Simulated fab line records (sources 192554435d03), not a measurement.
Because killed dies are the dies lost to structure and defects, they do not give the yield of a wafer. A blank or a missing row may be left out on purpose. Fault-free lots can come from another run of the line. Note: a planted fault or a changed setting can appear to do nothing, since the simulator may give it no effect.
What tool caused it? ; flow n5 finfet ; 15 lots, 37 wafers sampled, at 6 steps of a route of 1938

## WHAT EACH GAUGE READ, for each wafer
N5_BEOL_M3_THK_MEAS_53: measures by xrf. Usual: for M3_THK the level is 40.3 nm and the standard deviation is 2.
lot;measured;on;M3_THK (nm);flag
L761;day 7 09:43;film metro-02;43.8 38.9;
L764;day 8 00:20;film metro-01;38.7 42.5 40.3;
L763;day 8 10:01;film metro-02;39.3 37.6;
L765;day 8 14:49;film metro-01;38.8 42.1 40.4;
L766;day 8 17:41;film metro-02;39.9 41.3 44.0;
L768;day 8 21:13;film metro-01;41.7 38.4;
L773;day 10 20:19;film metro-02;37.1 38.2;
L774;day 11 19:10;film metro-02;40.7 38.1 39.3;
L776;day 11 22:52;film metro-02;41.4 39.3 38.2;
L777;day 11 23:41;film metro-02;38.3 40.9 43.6;
L778;day 12 08:23;film metro-01;41.5 40.5;
L782;day 13 01:41;film metro-01;38.0 42.0;
L780;day 13 03:32;film metro-01;40.4 40.7;
L781;day 13 11:34;film metro-01;39.9 43.7;
L783;day 13 15:12;film metro-02;38.9 38.5 37.9;

N5_BEOL_M3_RS_MEAS_58: a four-point-probe measurement. Usual: for M3_RS the level is 0.66 ohm/sq and the standard deviation is 0.043.
lot;measured;on;M3_RS (ohm/sq);flag
L761;day 7 09:59;film metro-02;0.60 0.70;
L764;day 8 00:36;film metro-02;0.69 0.61 0.66;
L763;day 8 10:16;film metro-01;0.68 0.72;
L765;day 8 15:05;film metro-01;0.69 0.62 0.66;
L766;day 8 17:56;film metro-01;0.67 0.64 0.59;
L768;day 8 21:29;film metro-01;0.63 0.70;
L773;day 10 20:35;film metro-01;0.75 0.72;
L774;day 11 19:25;film metro-01;0.66 0.71 0.68;
L776;day 11 23:08;film metro-01;0.64 0.69 0.71;
L777;day 11 23:56;film metro-01;0.71 0.65 0.60;
L778;day 12 08:39;film metro-01;0.63 0.65;
L782;day 13 01:57;film metro-01;0.71 0.62;
L780;day 13 03:47;film metro-01;0.65 0.64;
L781;day 13 11:50;film metro-02;0.66 0.58;
L783;day 13 15:28;film metro-01;0.70 0.70 0.71;

N5_BEOL_M4_THK_MEAS_01. Usual: for M4_ILD_THK the level is 78.7 nm and the standard deviation is 1.1.
lot;measured;on;M4_ILD_THK (nm);flag
L761;day 7 10:07;film metro-02;77.8 78.1;
L764;day 8 00:44;film metro-02;79.2 78.5 79.2;
L763;day 8 10:24;film metro-02;79.2 78.5;
L765;day 8 15:13;film metro-01;23.3 79.6 80.2;OFF
L766;day 8 18:04;film metro-01;77.9 80.3 24.0;OFF
L768;day 8 21:37;film metro-02;22.3 80.2;OFF
L773;day 10 20:43;film metro-01;79.5 78.9;
L774;day 11 19:33;film metro-01;77.4 78.4 79.7;
L776;day 11 23:16;film metro-01;76.3 79.6 80.0;
L777;day 12 00:04;film metro-02;78.8 79.1 81.4;
L778;day 12 08:47;film metro-02;78.0 79.0;
L782;day 13 02:05;film metro-01;79.2 80.5;
L780;day 13 03:55;film metro-01;78.8 77.5;
L781;day 13 11:58;film metro-01;77.5 79.9;
L783;day 13 15:35;film metro-02;80.7 79.3 81.1;

N5_BEOL_M4_RC_MEAS_101. Usual: DIBL_N 36.1 mV/V, standard deviation 2; DIBL_P 36.3 mV/V, standard deviation 2.5; IOFF_N 0.16 nA/um, standard deviation 0.037; IOFF_P 0.21 nA/um, standard deviation 0.039; ION_N 678 uA/um, standard deviation 15; ION_P 465 uA/um, standard deviation 8.7; SS_N 71.4 mV/dec, standard deviation 0.7; SS_P 73.3 mV/dec, standard deviation 0.74; VT_N 249 mV, standard deviation 3.6; VT_P -250.0 mV, standard deviation 2.9.
lot;measured;on;DIBL_N (mV/V);DIBL_P (mV/V);IOFF_N (nA/um);IOFF_P (nA/um);ION_N (uA/um);ION_P (uA/um);SS_N (mV/dec);SS_P (mV/dec);VT_N (mV);VT_P (mV);flag
L761;day 7 18:09;prober-01;35.5 33.2;36.4 33.5;0.16 0.11;0.26 0.20;669 649;475 462;72.2 71.1;73.6 72.7;251 257;-243.3 -247.6;
L764;day 8 13:13;prober-02;33.3 36.9 33.6;30.4 35.9 30.2;0.09 0.14 0.09;0.15 0.21 0.14;643 684 642;452 470 443;70.6 71.0 70.6;72.3 72.7 71.8;257 250 258;-252.8 -250.1 -255.9;
L763;day 8 23:31;prober-01;35.7 37.6;35.4 37.8;0.14 0.18;0.17 0.22;675 674;457 460;70.6 72.1;73.0 74.7;254 249;-255.2 -249.7;
L765;day 9 04:17;prober-01;39.2 38.7;36.4 36.8;0.20 0.18;0.25 0.26;681 688;459 473;72.3 72.6;73.8 73.2;247 249;-249.6 -251.2;
L766;day 9 06:07;prober-02;36.2 34.6;37.4 35.8;0.16 0.13;0.21 0.18;679 671;463 466;71.7 71.1;73.2 72.5;249 256;-253.5 -253.8;
L768;day 9 07:47;prober-02;32.3;30.4;0.09;0.14;653;459;70.1;71.2;257;-253.7;
L773;day 11 16:26;prober-02;38.8 38.7;41.2 39.1;0.25 0.23;0.32 0.27;705 697;485 474;72.3 72.0;73.9 73.4;243 244;-243.5 -249.4;
L774;day 12 11:16;prober-02;38.2 39.7 39.1;39.3 41.3 40.2;0.20 0.26 0.21;0.22 0.26 0.24;691 715 680;468 482 459;72.0 72.2 72.0;73.3 74.2 74.2;247 241 245;-249.6 -246.2 -248.8;
L776;day 12 21:02;prober-02;38.7 37.1 38.4;38.7 37.5 39.5;0.22 0.20 0.22;0.25 0.23 0.27;690 690 697;463 469 469;72.0 71.7 72.0;74.1 72.8 74.3;246 246 242;-247.5 -248.3 -247.3;
L777;day 12 19:57;prober-02;32.4 35.0 32.9;32.2 36.2 34.0;0.11 0.15 0.13;0.13 0.18 0.16;660 670 675;448 458 461;70.8 71.6 70.4;71.7 73.5 71.8;252 250 248;-256.9 -254.3 -254.9;
L778;day 13 11:09;prober-02;35.3 34.1;36.6 34.7;0.15 0.14;0.21 0.19;654 674;456 473;71.2 70.5;73.1 71.9;252 251;-249.0 -250.6;
L782;day 13 18:13;prober-02;38.5 35.2;39.9 34.9;0.21 0.15;0.22 0.16;685 671;455 451;72.0 70.6;74.3 72.9;248 252;-252.6 -256.1;
L780;day 13 20:16;prober-02;34.5 34.3;35.3 35.2;0.15 0.13;0.20 0.19;690 660;476 453;71.0 70.8;72.5 72.5;249 252;-250.5 -249.1;
L781;day 14 06:56;prober-02;35.6 33.9;35.0 33.2;0.15 0.13;0.20 0.20;675 679;466 471;71.8 70.7;73.3 73.0;250 252;-247.7 -248.3;
L783;day 14 13:26;prober-01;39.8 36.3 37.8;41.0 37.9 38.1;0.25 0.17 0.21;0.31 0.25 0.24;702 687 689;476 474 460;72.3 71.1 72.4;74.4 74.2 74.1;242 246 244;-245.9 -244.9 -248.1;

## TOOL THAT RAN EACH LOT (tool first, then ch and the chambers of the sampled wafers, then the start)
lot;N5_BEOL_M3_ANNEAL_95;N5_BEOL_M4_ILD_DEP_00
L761;pvd sputter-02, day 7 08:43;pecvd-03 ch 1, day 7 10:03
L764;pvd sputter-02, day 7 23:25;pecvd-03 ch 0,2, day 8 00:40
L763;pvd sputter-03, day 8 09:05;pecvd-04 ch 0,2, day 8 10:20
L765;pvd sputter-01, day 8 13:53;pecvd-03 ch 0,2, day 8 15:08
L766;pvd sputter-03, day 8 16:45;pecvd-03 ch 0,1,2, day 8 18:00
L768;pvd sputter-03, day 8 20:17;pecvd-03 ch 1,2, day 8 21:33
L773;pvd sputter-01, day 10 19:23;pecvd-04 ch 0,2, day 10 20:38
L774;pvd sputter-01, day 11 18:13;pecvd-04 ch 0,1, day 11 19:29
L776;pvd sputter-03, day 11 21:56;pecvd-04 ch 0,1,2, day 11 23:11
L777;pvd sputter-02, day 11 22:46;pecvd-03 ch 0,2, day 12 00:01
L778;pvd sputter-03, day 12 07:28;pecvd-01 ch 0,1, day 12 08:43
L782;pvd sputter-03, day 13 00:46;pecvd-03 ch 2, day 13 02:01
L780;pvd sputter-03, day 13 02:36;pecvd-04 ch 1,2, day 13 03:51
L781;pvd sputter-01, day 13 10:27;pecvd-04 ch 2, day 13 11:53
L783;pvd sputter-02, day 13 14:16;pecvd-03 ch 0,1,2, day 13 15:32
- N5_BEOL_M3_ANNEAL_95: time 240 s.
- N5_BEOL_M4_ILD_DEP_00: deposits SiOC from DEMS/O2, target thk 79 nm, time 15.3 s.

## AS READ BY THE TOOLS THEMSELVES (means over the sampled wafers that have a number; for cases with no such wafer, the mark the record gives instead)
N5_BEOL_M3_ANNEAL_95. Usual: heater power w 819 W, standard deviation 56; susceptor temp C 400.00 C, standard deviation 0.21.
lot;tool;heater power w (W);susceptor temp C (C);flag
L761;pvd sputter-02;920;400.22;
L764;pvd sputter-02;821;399.95;
L763;pvd sputter-03;835;400.03;
L765;pvd sputter-01;761;400.02;
L766;pvd sputter-03;841;399.88;
L768;pvd sputter-03;873;399.81;
L773;pvd sputter-01;751;400.15;
L774;pvd sputter-01;785;399.94;
L776;pvd sputter-03;849;400.30;
L777;pvd sputter-02;922;399.82;
L778;pvd sputter-03;873;400.02;
L782;pvd sputter-03;838;400.23;
L780;pvd sputter-03;876;400.18;
L781;pvd sputter-01;797;400.05;
L783;pvd sputter-02;881;399.84;

N5_BEOL_M4_ILD_DEP_00. Usual: heater power w 487 W, standard deviation 61; rf fwd power W 494.3 W, standard deviation 2.2; showerhead plenum p Torr 5.697 Torr, standard deviation 0.017; susceptor temp C 349.99 C, standard deviation 0.22; throttle valve pct 11.9 %, standard deviation 0.41.
lot;tool;heater power w (W);rf fwd power W (W);showerhead plenum p Torr (Torr);susceptor temp C (C);throttle valve pct (%);flag
L761;pecvd-03;512;497.5;5.651;349.90;12.4;
L764;pecvd-03;461;495.3;5.700;349.90;12.2;
L763;pecvd-04;582;493.9;5.707;349.92;11.7;
L765;pecvd-03;468;494.8;5.696;349.94;12.0;
L766;pecvd-03;471;494.9;5.681;349.83;12.1;
L768;pecvd-03;424;494.6;5.688;349.92;12.2;
L773;pecvd-04;548;493.5;5.703;350.31;11.8;
L774;pecvd-04;480;495.3;5.700;350.22;12.1;
L776;pecvd-04;468;495.9;5.712;350.24;11.9;
L777;pecvd-03;409;495.0;5.693;350.16;11.7;
L778;pecvd-01;568;493.1;5.713;350.03;11.4;
L782;pecvd-03;440;494.3;5.683;350.09;11.5;
L780;pecvd-04;458;494.6;5.708;349.74;12.3;
L781;pecvd-04;532;495.7;5.700;350.28;11.9;
L783;pecvd-03;452;496.5;5.681;349.69;12.1;

## THE ANSWER, worked out from the rows above alone
Rule: lot off if the mean of its wafers having a number is beyond 3 standard deviations from the usual mean. Also off: a lot with no number at a reading for which 4 or more lots have one. The other lots that the step has rows for count as sound. The gauges are gone through in route order, then the tools' own readings, and for those a lot's mean is taken as printed above. The first step at which some lot is off is used, and at that step the reading that is off furthest; a lot without a number counts as furthest.
Off: at N5_BEOL_M4_THK_MEAS_01 (M4_ILD_THK), L765, L766, L768.
If a tool, at a process step before that reading, ran all the lots that are off and no sound lot after the first of them, it fits. Gauges at N5_BEOL_M4_THK_MEAS_01: tried the same way as those tools. Of those tried, none fits.

## WHAT WAS PUT IN BY THE SIMULATOR
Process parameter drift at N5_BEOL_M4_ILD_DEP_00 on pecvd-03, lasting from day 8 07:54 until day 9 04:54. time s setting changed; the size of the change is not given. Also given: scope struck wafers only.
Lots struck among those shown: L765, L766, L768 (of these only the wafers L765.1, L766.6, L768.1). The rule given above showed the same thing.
